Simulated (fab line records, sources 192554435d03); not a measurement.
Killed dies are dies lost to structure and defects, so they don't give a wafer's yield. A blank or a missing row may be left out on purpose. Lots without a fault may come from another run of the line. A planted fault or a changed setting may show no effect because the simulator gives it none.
fab line records | flow n5_finfet
record lots=7 wafers=19 last_day=19
route steps=1938 shown TV_LITHO@1878 TV_OPEN@1887 PASSIVATION@1936
lots that met no fault: from a run of the same line without faults
start_h: hours from the record's first day to the start of the lot's first wafer shown | wait_h: hours since the lot's step before | " the same as in the row above | L1.1+2: a row that stands for several wafers | - no value, or no start given | * or withheld: withheld | < > ~ a bound
route shown NAME@n: a module of which the file shows steps, and the number in the route of the first | usual: mean/standard deviation of fault-free wafers | same: alike in all rows | chamber/n: place in a boat | sites: the reading at each site | _std_site: their standard deviation | _edge_site: outer sites' mean less inner sites' | radius_mm: how far each site lies from the wafer's centre | mask NAME#n: copy n | behind: the tool/chamber that last shaped the wafer | hold: why the lot was held/for how many hours/how that ended | device: the transistor (n, p or np) that didn't switch | end of line: the same wafers' tests at the end of the route | a step without rows: its recipe alone | killed: dies lost to structure and defects at the first sort, not the wafer's yield | map: a wafer's dies, x killed, . not, _ none there
set.NAME: the setting as run; set.NAME@STEP: as run at that earlier step | model.NAME: the simulator's own value behind a step, which no gauge read
lots at some steps of the route; a table a step, a row a wafer
services: from which hour (start_h, from the record's first day; less than 0 if before it) a tool's chamber was out of use, for how many hours, and why
## steps
# step N5_PASSIVATION_SOFTBAKE_05
# recipe temp_c=100 time_s=90
# step N5_PASSIVATION_EXPOSE_07
# recipe mask_id=TV na=0.55 source_shape=conventional sigma_outer=0.8 polarization=unpolarized defocus_nm=0 target_cd_nm=3000 dose_mj=22.75
# step N5_PASSIVATION_PEB_08
# recipe peb_temp_c=withheld peb_time_s=*
# step N5_PASSIVATION_DEVELOP_09
# recipe develop_time_s=60 rinse_liquid=diw dry=air_spin dev_temp_c=21
# step N5_PASSIVATION_HARDBAKE_11
# recipe temp_c=130 time_s=120
# step N5_PASSIVATION_CD_MEAS_10
# recipe target_cd_nm=3000 landing_energy_ev=500 detector=se_inlens
# usual cd_nm=3000.0/2.4
# columns lot.wafer tool chamber start_h wait_h cd_nm
L274.1 cd_sem-02 0 296.89 - 2995.4
L274.2 " 0 " " 3000.6
L274.4 " 0 " " 2999.5
L280.2 cd_sem-01 0 328.26 - 3002.5
L280.3 " 0 " " 3003.4
L280.4 " 0 " " 3003.9
L287.1 cd_sem-03 0 358.65 - 3000.0
L287.3 " 0 " " 2997.9
L285.2 cd_sem-03 0 372.58 - 3000.3
L285.4 " 0 " " 3002.4
L285.5 " 0 " " 3003.2
L289.2 cd_sem-01 0 383.72 - 2996.0
L289.5 " 0 " " 2996.9
L295.2 cd_sem-01 0 426.48 - 2997.4
L295.3 " 0 " " 2998.7
L295.5 " 0 " " 2997.7
L297.2 cd_sem-01 0 440.78 - 2999.9
L297.4 " 0 " " 2998.9
L297.5 " 0 " " 3000.7
# step N5_PASSIVATION_OVL_MEAS_60
# recipe points_per_wafer=44
# usual TV_OVL=-5/5.3
# same points_per_wafer=44
# columns lot.wafer tool chamber start_h wait_h TV_OVL[nm]
L274.1 overlay-02 0 296.92 0.0 -6
L274.2 " 0 " " -9
L274.4 " 0 " " -1
L280.2 overlay-01 0 328.29 0.0 3
L280.3 " 0 " " -3
L280.4 " 0 " " 2
L287.1 overlay-01 0 358.69 0.0 2
L287.3 " 0 " " -10
L285.2 overlay-01 0 372.61 0.0 -3
L285.4 " 0 " " 1
L285.5 " 0 " " -2
L289.2 overlay-01 0 383.75 0.0 -8
L289.5 " 0 " " 0
L295.2 overlay-01 0 426.51 0.0 -11
L295.3 " 0 " " 0
L295.5 " 0 " " -7
L297.2 overlay-02 0 440.81 0.0 -11
L297.4 " 0 " " -8
L297.5 " 0 " " -13
# step N5_PASSIVATION_INSPECT_61
# recipe mode=adi inspect_instrument=macro
# usual raw_defect_count=1.8/1.4
# columns lot.wafer tool chamber start_h wait_h raw_defect_count
L274.1 defect_inspect-02 - 296.94 0.0 4
L274.2 " - " " 3
L274.4 " - " " 1
L280.2 defect_inspect-02 - 328.31 0.0 0
L280.3 " - " " 3
L280.4 " - " " 0
L287.1 defect_inspect-02 - 358.71 0.0 0
L287.3 " - " " 2
L285.2 defect_inspect-02 - 372.63 0.0 2
L285.4 " - " " 1
L285.5 " - " " 2
L289.2 defect_inspect-02 - 383.77 0.0 0
L289.5 " - " " 1
L295.2 defect_inspect-01 - 426.53 0.0 0
L295.3 " - " " 1
L295.5 " - " " 1
L297.2 defect_inspect-01 - 440.83 0.0 1
L297.4 " - " " 2
L297.5 " - " " 3
# step N5_PASSIVATION_DESCUM_12
# recipe chemistry=O2 time_s=7.9 source_power_w=50 bias_power_w=20 pressure_mtorr=20 rf_frequency_hz=2.712e+07 temp_c=40 o2_flow_sccm=225
# usual drypump_motor_current_A=5.8/0.51 oes_product_au=0.76/0.09 rf_vpp_V=243.0/1.4 showerhead_plenum_p_Torr=2.08/0.069 throttle_valve_pct=20.5/0.31
# columns lot.wafer tool chamber start_h wait_h drypump_motor_current_A oes_product_au rf_hours_counter_h rf_vpp_V showerhead_plenum_p_Torr throttle_valve_pct
L274.1 rie_diel-03 0 296.98 0.0 5.0 0.70 190 242.3 2.09 20.9
L274.2 " 3 " " 6.4 0.81 98 241.1 2.03 20.4
L274.4 " 0 " " 5.0 0.71 - 241.6 2.09 20.9
L280.2 rie_diel-01 3 328.35 0.0 6.2 0.72 213 244.6 2.17 20.3
L280.3 " 0 " " 6.2 0.86 43 242.7 2.04 20.0
L280.4 " 2 " " 5.7 0.72 211 244.3 2.14 20.6
L287.1 rie_diel-01 0 358.82 0.1 6.2 0.85 52 243.2 2.04 20.0
L287.3 " 3 " " 6.2 0.70 223 243.9 2.16 20.3
L285.2 rie_diel-01 1 372.71 0.1 6.2 0.67 248 240.3 1.96 20.6
L285.4 " 3 " " 6.2 0.70 - 245.9 2.16 20.3
L285.5 " 1 " " 6.3 0.67 - 240.0 1.96 20.6
L289.2 rie_diel-01 1 383.85 0.1 6.2 0.67 254 239.1 1.96 20.7
L289.5 " 1 " " 6.2 0.67 - 241.0 1.96 20.6
L295.2 rie_diel-03 1 426.85 0.3 6.1 0.94 9 243.3 2.16 20.4
L295.3 " 3 " " 6.4 0.76 144 241.1 2.02 20.5
L295.5 " 3 " " 6.4 0.76 - 243.0 2.02 20.5
L297.2 rie_diel-04 2 440.88 0.0 5.3 0.81 76 242.0 2.03 20.3
L297.4 " 0 " " 5.9 0.90 - 242.8 2.13 19.8
L297.5 " 2 " " 5.2 0.82 - 240.9 2.03 20.3
# step N5_PASSIVATION_PASS_ETCH_74
# recipe chemistry=CF4/O2 target=SiNx target_depth_a=2200 time_s=110 ion_energy_ev=100 pressure_mtorr=40 source_w=535 bias_w=49 Ar_flow_sccm=100 cf4_flow_sccm=100 O2_flow_sccm=10
# usual cf4_flow_sccm=100.0/0.31 drypump_motor_current_A=5.8/0.51 oes_product_au=0.76/0.086 rf_vpp_V=242/3.9 showerhead_plenum_p_Torr=2.19/0.066 throttle_valve_pct=16.1/0.3
# columns lot.wafer tool chamber start_h wait_h cf4_flow_sccm drypump_motor_current_A oes_product_au rf_hours_counter_h rf_vpp_V showerhead_plenum_p_Torr throttle_valve_pct
L274.1 rie_diel-03 0 297.04 0.0 100.0 5.0 0.70 190 236 2.19 16.3
L274.2 " 3 " " 99.8 6.4 0.84 98 240 2.13 15.9
L274.4 " 0 " " 100.2 5.0 0.71 - 235 2.19 16.3
L280.2 rie_diel-01 3 328.41 0.0 100.3 6.2 0.73 213 241 2.28 15.9
L280.3 " 0 " " 100.6 6.1 0.84 43 247 2.15 15.6
L280.4 " 2 " " 99.9 5.7 0.72 211 234 2.27 16.2
L287.1 rie_diel-01 0 358.88 0.0 100.0 6.1 0.82 53 245 2.15 15.6
L287.3 " 3 " " 99.8 6.2 0.73 223 240 2.27 15.9
L285.2 rie_diel-01 1 372.78 0.0 99.5 6.3 0.67 248 243 2.09 16.3
L285.4 " 3 " " 100.2 6.2 0.73 - 240 2.27 15.9
L285.5 " 1 " " 100.2 6.2 0.66 - 242 2.09 16.3
L289.2 rie_diel-01 1 383.91 0.0 99.9 6.2 0.66 254 241 2.09 16.3
L289.5 " 1 " " 99.7 6.3 0.67 - 241 2.09 16.4
L295.2 rie_diel-03 1 426.91 0.0 99.5 6.1 0.94 9 248 2.25 15.8
L295.3 " 3 " " 99.9 6.3 0.79 144 239 2.12 16.0
L295.5 " 3 " " 99.6 6.3 0.78 - 240 2.12 16.0
L297.2 rie_diel-04 2 440.95 0.0 100.2 5.2 0.83 76 242 2.15 15.9
L297.4 " 0 " " 100.3 5.9 0.89 - 245 2.25 15.5
L297.5 " 2 " " 99.6 5.2 0.82 - 240 2.15 15.9
# step N5_PASSIVATION_VIA_ETCH_13
# recipe chemistry=CHF3/O2 target=SiO2 target_depth_a=6600 CHF3_flow_sccm=50 O2_flow_sccm=5 Ar_flow_sccm=200 time_s=330 mask_material=PR pressure_mtorr=30 source_w=650 bias_w=170 ion_energy_ev=200 ends=cleared
# usual drypump_motor_current_A=5.8/0.5 etch_rf_on_time_s=235/5.6 oes_product_au=0.69/0.079 rf_vpp_V=526/7.7 showerhead_plenum_p_Torr=2.40/0.076 throttle_valve_pct=19.0/0.3
# columns lot.wafer tool chamber start_h wait_h drypump_motor_current_A etch_rf_on_time_s oes_product_au rf_hours_counter_h rf_vpp_V showerhead_plenum_p_Torr throttle_valve_pct
L274.1 rie_diel-03 0 297.77 0.7 5.0 236 0.62 190 518 2.41 19.3
L274.2 " 3 " " 6.4 227 0.74 98 525 2.34 18.9
L274.4 " 0 " " 5.0 239 0.63 - 517 2.41 19.3
L280.2 rie_diel-01 3 328.50 0.0 6.2 230 0.65 213 525 2.49 18.7
L280.3 " 0 " " 6.1 232 0.77 44 534 2.35 18.5
L280.4 " 2 " " 5.7 244 0.65 211 511 2.49 19.2
L287.1 rie_diel-01 0 358.97 0.0 6.1 229 0.76 53 535 2.35 18.5
L287.3 " 3 " " 6.2 228 0.65 223 524 2.48 18.8
L285.2 rie_diel-01 1 372.87 0.0 6.2 234 0.61 248 527 2.28 19.2
L285.4 " 3 " " 6.2 228 0.66 - 524 2.48 18.8
L285.5 " 1 " " 6.3 232 0.61 - 527 2.28 19.2
L289.2 rie_diel-01 1 384.00 0.0 6.2 234 0.60 254 526 2.28 19.2
L289.5 " 1 " " 6.2 238 0.60 - 526 2.28 19.2
L295.2 rie_diel-03 1 427.00 0.0 6.1 228 0.85 9 537 2.47 18.7
L295.3 " 3 " " 6.4 226 0.71 144 525 2.32 18.9
L295.5 " 3 " " 6.4 229 0.70 - 524 2.32 18.9
L297.2 rie_diel-04 2 441.04 0.0 5.2 234 0.73 76 524 2.36 18.8
L297.4 " 0 " " 5.9 231 0.81 - 534 2.47 18.4
L297.5 " 2 " " 5.2 235 0.74 - 523 2.36 18.8
# step N5_PASSIVATION_STRIP_14
# recipe chemistry=O2 power_w=600 temp_c=60 pressure_mtorr=30 rf_frequency_hz=6e+07 bias_power_w=0 overash_fraction=0.5 o2_flow_sccm=225
# usual drypump_motor_current_A=5.8/0.51 oes_product_au=0.77/0.091 rf_vpp_V=3.6/0.97 showerhead_plenum_p_Torr=2.08/0.069 throttle_valve_pct=16.7/0.3
# columns lot.wafer tool chamber start_h wait_h drypump_motor_current_A oes_product_au rf_hours_counter_h rf_vpp_V showerhead_plenum_p_Torr throttle_valve_pct
L274.1 rie_diel-03 0 297.97 0.1 5.0 0.70 190 4.0 2.09 17.1
L274.2 " 3 " " 6.4 0.79 98 2.6 2.04 16.6
L274.4 " 0 " " 5.0 0.68 - 3.3 2.09 17.1
L280.2 rie_diel-01 3 328.70 0.1 6.2 0.71 213 4.0 2.17 16.6
L280.3 " 0 " " 6.1 0.85 44 2.4 2.05 16.3
L280.4 " 2 " " 5.7 0.73 211 1.6 2.14 16.8
L287.1 rie_diel-01 0 359.17 0.1 6.1 0.85 53 1.7 2.04 16.3
L287.3 " 3 " " 6.2 0.70 223 3.6 2.17 16.6
L285.2 rie_diel-01 1 373.07 0.1 6.3 0.67 249 3.8 1.97 16.9
L285.4 " 3 " " 6.2 0.71 - 2.7 2.17 16.6
L285.5 " 1 " " 6.2 0.67 - 3.8 1.97 16.9
L289.2 rie_diel-01 1 384.20 0.1 6.3 0.67 254 2.6 1.96 16.9
L289.5 " 1 " " 6.3 0.66 - 3.9 1.96 16.9
L295.2 rie_diel-03 1 427.20 0.1 6.1 0.97 9 1.6 2.16 16.6
L295.3 " 3 " " 6.4 0.75 144 4.9 2.02 16.7
L295.5 " 3 " " 6.4 0.76 - 2.4 2.02 16.8
L297.2 rie_diel-04 2 441.24 0.1 5.2 0.82 76 4.9 2.03 16.5
L297.4 " 0 " " 5.9 0.91 - 4.5 2.13 16.1
L297.5 " 2 " " 5.2 0.82 - 3.3 2.03 16.5
# step N5_PASSIVATION_ETCH_15
# recipe chemistry=CF4/N2 target=SiCN target_depth_a=750 taper_deg=2 time_s=81.2 ion_energy_ev=150 mask_material=SiNx pressure_mtorr=40 source_w=430 bias_w=70 Ar_flow_sccm=100 cf4_flow_sccm=60 n2_flow_sccm=60
# usual cf4_flow_sccm=60.00/0.17 drypump_motor_current_A=5.8/0.51 oes_product_au=0.76/0.086 rf_vpp_V=382.0/1.9 showerhead_plenum_p_Torr=2.20/0.067 throttle_valve_pct=15.5/0.31
# columns lot.wafer tool chamber start_h wait_h cf4_flow_sccm drypump_motor_current_A oes_product_au rf_hours_counter_h rf_vpp_V showerhead_plenum_p_Torr throttle_valve_pct model.etch.depth_nm
L274.1 rie_diel-03 0 298.01 - 59.91 5.0 0.70 190 382.4 2.20 15.8 64.42
L274.2 " 3 " " 59.97 6.4 0.83 98 380.8 2.13 15.3 68.08
L274.4 " 0 " " 60.03 5.0 0.71 - 383.6 2.20 15.8 64.11
L280.2 rie_diel-01 3 328.74 - 60.11 6.2 0.74 213 383.4 2.28 15.4 68.5
L280.3 " 0 " " 59.92 6.1 0.83 44 380.5 2.16 15.0 63.66
L280.4 " 2 " " 60.14 5.7 0.72 211 383.4 2.27 15.7 63.74
L287.1 rie_diel-01 0 359.21 - 60.11 6.2 0.83 53 381.3 2.15 15.1 64.56
L287.3 " 3 " " 59.87 6.2 0.90 223 384.1 2.28 15.4 92.72
L285.2 rie_diel-01 1 373.11 - 59.93 6.3 0.67 249 378.6 2.09 15.8 64.85
L285.4 " 3 " " 59.76 6.2 0.72 - 385.4 2.28 15.4 68.32
L285.5 " 1 " " 60.00 6.3 0.82 - 379.6 2.09 15.8 87.42
L289.2 rie_diel-01 1 384.24 - 59.95 6.3 0.67 254 380.3 2.09 15.8 64.46
L289.5 " 1 " " 59.85 6.2 0.81 - 380.8 2.09 15.8 86.81
L295.2 rie_diel-03 1 427.24 - 59.85 6.1 0.95 9 382.7 2.26 15.3 65.18
L295.3 " 3 " " 60.07 6.4 0.78 144 379.5 2.12 15.4 67.1
L295.5 " 3 " " 60.19 6.4 0.79 - 379.2 2.12 15.4 67.72
L297.2 rie_diel-04 2 441.28 - 60.16 5.2 0.82 76 380.9 2.15 15.4 65.65
L297.4 " 0 " " 60.13 5.9 0.89 - 383.0 2.25 15.0 66.11
L297.5 " 2 " " 60.25 5.2 0.82 - 380.1 2.16 15.3 65.96
# step N5_PASSIVATION_STRIP_73
# recipe chemistry=post_etch_residue_remover time_s=60 temp_c=25 remover_ph=withheld remover_water_wt_pct=withheld remover_fluoride_wt_pct=withheld
# step N5_PASSIVATION_PROBE_49
# usual defect_limited_yield=91.6/1.4 killed_at_M0_to_M3=33/10 killed_at_M4_up=13/5.3 killed_at_contacts=13/5.9 killed_at_front_end=36/12 killed_at_other=4/3.1 killed_dies=99/16 killed_open=65/13 killed_short=32/7.3 sort_bin_5_function=4.9/0.9 sort_bin_6_memory=3.1/0.66 sort_bin_8_speed=0.0/0.42 sort_n_pass=1081/17 sort_yield_pct=91.6/1.4
# same gross_dies=1180 killed_at_back_side=0 sort_bin_4_leakage[%]=0
# columns lot.wafer tool chamber start_h wait_h defect_limited_yield[%] killed_at_M0_to_M3 killed_at_M4_up killed_at_contacts killed_at_front_end killed_at_other killed_dies killed_open killed_short sort_bin_5_function[%] sort_bin_6_memory[%] sort_bin_8_speed[%] sort_n_pass sort_yield_pct[%]
L287.1 prober-02 - 365.92 0.0 89.8 26 23 23 45 3 120 78 39 6.1 3.9 0 1060 89.8
L287.3 prober-02 - 366.02 0.1 92.5 38 14 18 16 2 88 56 30 4.8 2.5 0 1092 92.5
L285.2 prober-02 - 379.44 0.1 91.0 37 15 10 43 1 106 75 30 5.7 3.1 0 1074 91.0
L285.4 prober-02 - 379.54 0.2 90.9 36 18 10 34 9 107 75 32 5.1 3.8 0 1073 90.9
L285.5 prober-02 - 379.59 0.2 88.1 32 15 14 73 6 140 98 31 6.3 4.2 0 1040 88.1
L289.2 prober-02 - 391.42 0.1 95.0 21 5 2 30 1 59 46 12 3.1 1.8 0 1121 95.0
L289.5 prober-02 - 391.57 0.2 91.4 31 8 19 39 4 101 57 39 4.7 3.3 0 1079 91.4
L295.2 prober-02 - 433.77 0.1 91.4 35 17 10 39 1 102 72 30 5.9 2.1 0 1078 91.4
L295.3 prober-02 - 433.82 0.1 90.3 43 21 13 34 4 115 76 36 5.3 4.0 0 1065 90.3
L295.5 prober-02 - 433.92 0.2 92.2 35 10 13 32 2 92 60 30 5.1 2.4 0 1088 92.2
# killed by level:class
L287.1 MOL_CONTACT_COAG:geometric_particle:open=17 BEOL_M3:geometric_particle:open=16 BEOL_M4:geometric_particle:open=14 FIN_SAQP:geometric_particle:short=12 DUMMY_GATE:geometric_particle:open=6 GATE_CUT:geometric_particle:short=6 FIN_SAQP:geometric_particle:open=5 STI_FIN_REVEAL:geometric_particle:open=4
L287.3 BEOL_M3:geometric_particle:open=17 MOL_CONTACT_COAG:geometric_particle:open=12 BEOL_M0_SAQP:geometric_particle:short=8 BEOL_M4:geometric_particle:open=6 STI_FIN_REVEAL:geometric_particle:open=5 MOL_CONTACT_COAG:geometric_particle:short=5 BEOL_M3:geometric_particle:short=5 FIN_SAQP:geometric_particle:short=3
L285.2 STI_FIN_REVEAL:geometric_particle:open=20 BEOL_M0_SAQP:geometric_particle:open=11 MOL_CONTACT_COAG:geometric_particle:open=9 FIN_SAQP:geometric_particle:open=8 BEOL_M1:geometric_particle:open=7 BEOL_M0_SAQP:geometric_particle:short=6 BEOL_M3:geometric_particle:open=6 STI_FIN_REVEAL:geometric_particle:short=5
L285.4 BEOL_M2:geometric_particle:open=14 BEOL_M3:geometric_particle:open=10 FIN_SAQP:geometric_particle:open=6 MOL_CONTACT_COAG:geometric_particle:open=6 BEOL_M4:geometric_particle:open=6 BEOL_M5:geometric_particle:open=5 DUMMY_GATE:geometric_particle:open=5 BEOL_M0_SAQP:geometric_particle:short=5
L285.5 FIN_SAQP:geometric_particle:open=23 STI_FIN_REVEAL:geometric_particle:open=19 MOL_CONTACT_COAG:geometric_particle:open=10 HKMG_FIN:area_etch=10 BEOL_M2:geometric_particle:open=9 FIN_SAQP:geometric_particle:short=8 BEOL_M3:geometric_particle:open=7 DUMMY_GATE:geometric_particle:open=6
L289.2 STI_FIN_REVEAL:geometric_particle:open=12 FIN_SAQP:geometric_particle:open=6 BEOL_M1:geometric_particle:open=6 BEOL_M0_SAQP:geometric_particle:open=5 BEOL_M3:geometric_particle:open=4 FIN_SAQP:geometric_particle:short=3 BEOL_M2:geometric_particle:open=3 STARTING-WAFER:geometric_particle:open=3
L289.5 MOL_CONTACT_COAG:geometric_particle:open=13 STI_FIN_REVEAL:geometric_particle:open=11 BEOL_M1:geometric_particle:open=9 BEOL_M0_SAQP:geometric_particle:short=7 FIN_SAQP:geometric_particle:short=6 MOL_CONTACT_COAG:geometric_particle:short=6 BEOL_M0_SAQP:geometric_particle:open=6 BEOL_M3:geometric_particle:short=5
L295.2 BEOL_M2:geometric_particle:open=14 FIN_SAQP:geometric_particle:short=10 BEOL_M4:geometric_particle:open=9 FIN_SAQP:geometric_particle:open=8 MOL_CONTACT_COAG:geometric_particle:open=8 DUMMY_GATE:geometric_particle:open=7 BEOL_M0_SAQP:geometric_particle:short=5 BEOL_M0:geometric_particle:open=5
L295.3 BEOL_M0_SAQP:geometric_particle:short=14 MOL_CONTACT_COAG:geometric_particle:open=12 BEOL_M4:geometric_particle:open=9 BEOL_M0_SAQP:geometric_particle:open=8 BEOL_M2:geometric_particle:open=8 FIN_SAQP:geometric_particle:open=6 DUMMY_GATE:geometric_particle:open=5 BEOL_M1:geometric_particle:open=5
L295.5 MOL_CONTACT_COAG:geometric_particle:open=13 BEOL_M3:geometric_particle:open=10 BEOL_M0_SAQP:geometric_particle:open=9 BEOL_M0_SAQP:geometric_particle:short=9 FIN_SAQP:geometric_particle:open=7 FIN_SAQP:geometric_particle:short=7 STARTING-WAFER:geometric_particle:open=6 DUMMY_GATE:geometric_particle:open=3
## services
# columns tool chamber start_h hours kind
rie_diel-01 3 288.09 4.2 repair
rie_diel-04 0 309.05 - clean
rie_diel-04 0 309.05 - consumable_replace:focus_ring
rie_diel-04 0 309.05 30.9 scheduled_down
rie_diel-04 1 360.52 12.7 repair
rie_diel-01 0 369.92 15.6 repair
rie_diel-03 1 379.36 - clean
rie_diel-03 1 379.36 - consumable_replace:focus_ring
rie_diel-03 1 379.36 18.0 scheduled_down
rie_diel-03 1 379.36 18.0 vent_cycle
rie_diel-01 1 385.57 - clean
rie_diel-01 1 385.57 - consumable_replace:focus_ring
rie_diel-01 1 385.57 - consumable_replace:showerhead
rie_diel-01 1 385.57 23.5 scheduled_down
rie_diel-01 1 385.57 23.5 vent_cycle
rie_diel-01 3 388.99 2.6 repair
rie_diel-01 2 401.92 6.6 repair
rie_diel-01 3 404.40 2.4 repair
rie_diel-01 1 411.12 6.8 repair
rie_diel-04 2 415.57 6.4 repair
rie_diel-01 3 439.82 - clean
rie_diel-01 3 439.82 - consumable_replace:focus_ring
rie_diel-01 3 439.82 15.1 scheduled_down
rie_diel-01 3 439.82 15.1 vent_cycle
## key
first_sign none at tools or gauges
model_effect step=N5_PASSIVATION_ETCH_15 value=etch.depth_nm without=65.77 struck=88.99
met_at N5_PASSIVATION_ETCH_15
struck_wafers L285.5,L287.3,L289.5
baseline_loss step=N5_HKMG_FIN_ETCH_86 wafers=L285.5
onset_between 328.74 359.21
fault kind=process_parameter_drift tool=rie_diel-01 chamber=- onset_h=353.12 steps=N5_PASSIVATION_ETCH_15 channel=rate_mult offset=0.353 shape=step end_h=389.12 scope=struck_wafers_only
# baseline_loss: these wafers lose ten dies or more at that step, a loss of the line's own and not of a fault; the sort's usual values leave them out
